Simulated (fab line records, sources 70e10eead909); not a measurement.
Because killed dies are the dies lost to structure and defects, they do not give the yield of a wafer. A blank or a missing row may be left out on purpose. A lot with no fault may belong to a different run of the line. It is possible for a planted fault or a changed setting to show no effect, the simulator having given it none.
A struck lot beside a sound one    flow nandHarc    40 steps out of a route of 1302
Sound: wafers L572.2, L572.4, L572.6. Wafers L585.2, L585.3, L585.6 were the ones struck. At the end, the cause is stated.
For every step that has rows: the tool of each side, followed by ch and its chambers, followed by its first start. Under that, the readings that differ: sound wafers    struck wafers    difference of the means    sigmas: that difference in standard deviations of wafers without a fault.
alike: words and numbers the same on both sides, and readings whose means are apart by under 2 such deviations; not compared: readings that were withheld, readings missing a value for some wafer, numbers with overlapping values and no deviation given by the record, and bounds like >300 which may hide the same value.
Wherever a step has rows on one side only, a row that says differs or no value, or a row with sigmas, the two part there. When numbers do not overlap yet have no deviation, they are printed without sigmas and do not part them. A reading missing from all wafers of one side parts the sides only when that side holds two or more wafers.

NHARC_P_M0_OVL_MEAS_10: pitch 180 nm.
  struck on overlay-01, day 12 04:48; sound on overlay-01, day 6 12:34
  alike: overlayXNm, overlayYNm
NHARC_P_M0_INSPECT_11:
  struck on defectInspect-02, day 12 04:50; sound on defectInspect-02, day 6 12:37
  alike: rawDefectCount
then, 3 steps without rows for these wafers: NHARC_P_M0_DESCUM_14 (chemistry O2, time 3 s); NHARC_P_M0_ETCH_34 (etches the open film in N2/H2, target depth 40 nm, overetch 12 nm, time 43.94 s); NHARC_P_M0_ETCH_15 (etches the open film in C4F8/Ar, target depth 150 nm, overetch 15 nm, time 82.5 s).
NHARC_P_M0_CD_MEAS_16:
  struck on cdSem-03, day 12 05:12; sound on cdSem-01, day 6 12:58
  alike: cdNm
then, 6 steps without rows for these wafers: NHARC_P_M0_STRIP_18 (strips in N2/H2); NHARC_P_M0_STRIP_19 (strips in post etch residue remover, time 600 s); NHARC_P_M0_DEGAS_28 (time 60 s); NHARC_P_M0_PRE_CLEAN_29 (time 30 s); NHARC_P_M0_PVD_20 (deposits TaN, target thk 5 nm, time 8.06 s); NHARC_P_M0_PVD_21 (deposits Cu, target thk 30 nm, time 20.49 s).
NHARC_P_M0_ECD_22: material Cu, target thk 400 nm.
  sound on ecdCu-01 ch 0,1, day 6 14:03; struck on ecdCu-02 ch 0,1, day 12 06:13
NHARC_P_M0_ANNEAL_30: time 90 s.
  sound on rtpAnneal-01 ch 0, day 6 14:25; struck on rtpAnneal-01 ch 0, day 12 06:37
  alike: wafer_temp_C_max
then, 1 step without rows for these wafers: NHARC_P_M0_CMP_23 (polishes, t overpolish 20 s, target thk 117.54 nm).
NHARC_P_M0_THK_MEAS_24: measures by xrf.
  struck on filmMetro-01, day 12 07:13; sound on filmMetro-02, day 6 15:02
  alike: thkNm
then, 2 steps without rows for these wafers: NHARC_P_M0_SRD_25; NHARC_P_M0_PRE_CLEAN_31 (time 12 s).
NHARC_P_M0_DEP_32: deposits SiCN, target thk 30 nm.
  sound on pecvd-02 ch 1,2, day 6 15:26; struck on pecvd-01 ch 0,2, day 12 07:34
  alike: heaterPowerW
then, 10 steps without rows for these wafers: NHARC_P_M1_DEP_00 (deposits SiOC, target thk 182.5 nm); NHARC_P_M1_DEHYDRATE_01 (time 120 s); NHARC_P_M1_HMDS_02 (time 30 s); NHARC_P_M1_COAT_34 (time 65 s); NHARC_P_M1_COAT_03 (resist thk 90 nm); NHARC_P_M1_SOFTBAKE_04 (time 55 s); NHARC_P_M1_EBR_05; NHARC_P_M1_EXPOSE_06 (exposes mask P M1, target cd 130 nm); NHARC_P_M1_PEB_07 (peb time 65 s); NHARC_P_M1_DEVELOP_08 (develop time 35 s).
NHARC_P_M1_CD_MEAS_09 targets a cd of 130 nm.
  sound on cdSem-01 ch 0, day 6 16:35; struck on cdSem-02 ch 0, day 12 08:46
  alike: cdNm
NHARC_P_M1_OVL_MEAS_10: pitch 260 nm.
  struck on overlay-01, day 12 08:51; sound on overlay-02, day 6 16:41
  alike: overlayXNm, overlayYNm
then, 2 steps without rows for these wafers: NHARC_P_M1_DESCUM_14 (chemistry O2, time 3 s); NHARC_P_M1_ETCH_35 (etches the open film in N2/H2, target depth 40 nm, overetch 12 nm, time 43.94 s).
NHARC_P_M1_ETCH_15: etches the open film in C4F8/Ar, target depth 182.5 nm, time 91.2 s.
  sound on rieDiel-02 ch 1,2,3; struck on rieDiel-02 ch 0,1
  alike: oesProductAu, rfVppV
  not compared: rfHoursCounterH
NHARC_P_M1_CD_MEAS_16:
  struck on cdSem-03, day 12 09:15; sound on cdSem-01, day 6 17:05
  alike: cdNm
NHARC_P_M1_STRIP_18: strips in N2/H2.
  sound on rieDiel-05 ch 0,1,2, day 6 17:13; struck on rieDiel-03 ch 0,2, day 12 09:20
reading               sound                 struck                difference  sigmas
throttleValvePct (%)  14.168 14.165 14.152  14.186 14.169 14.190  +0.020      +2
  alike: drypumpMotorCurrentA, oesProductAu, rfVppV, showerheadPlenumPTorr
  not compared: rfHoursCounterH
NHARC_P_M1_ETCH_28: etches the open film in CF4/N2, target depth 30 nm, time 72.99 s.
  sound on rieDiel-05 ch 0,2; struck on rieDiel-03 ch 2,3
  alike: drypumpMotorCurrentA, oesProductAu, rfVppV, showerheadPlenumPTorr, throttleValvePct
  not compared: rfHoursCounterH
then, 2 steps without rows for these wafers: NHARC_P_M1_STRIP_19 (strips in post etch residue remover, time 600 s); NHARC_P_M1_DEGAS_29 (time 60 s).
-- jump in the record: it breaks off in module P_M1 and resumes in module END (first step shown: number 1302 of the route), and 17 days separate the struck wafers' starts before and after --
NHARC_END_SORT_01:
  sound on prober-01 ch 0, day 25 04:04; struck on prober-02 ch 0, day 29 20:08
reading                 sound           struck          difference  sigmas
defectLimitedYield (%)  96.2 95.9 95.1  62.9 59.1 61.9  -34.4       -13
killedAtPeriphery       7 3 6           223 242 226     +225        +83
killedDies              26 28 33        251 277 258     +233        +13
sort_bin_2_pct (%)      1.2 0.9 2.1     12.7 10.2 13.4  +10.7       +9
sort_bin_3_pct (%)      0.1 0.3 0       2.7 3.0 2.8     +2.7        +7
sort_bin_4_pct (%)      2.5 3.0 2.8     21.7 27.8 21.9  +21.0       +14
sortNPass               651 649 644     426 400 419     -233        -13
sortRimYieldPct (%)     93 96 96        58 59 61        -36         -9
sortYieldPct (%)        96.2 95.9 95.1  62.9 59.1 61.9  -34.4       -13
  alike: killedAtArray, killedAtOther, killedOpen, killedShort

WHERE THEY PART
First at NHARC_P_M1_STRIP_18; last, within this record, at NHARC_END_SORT_01.

WHY: what the simulator had put in
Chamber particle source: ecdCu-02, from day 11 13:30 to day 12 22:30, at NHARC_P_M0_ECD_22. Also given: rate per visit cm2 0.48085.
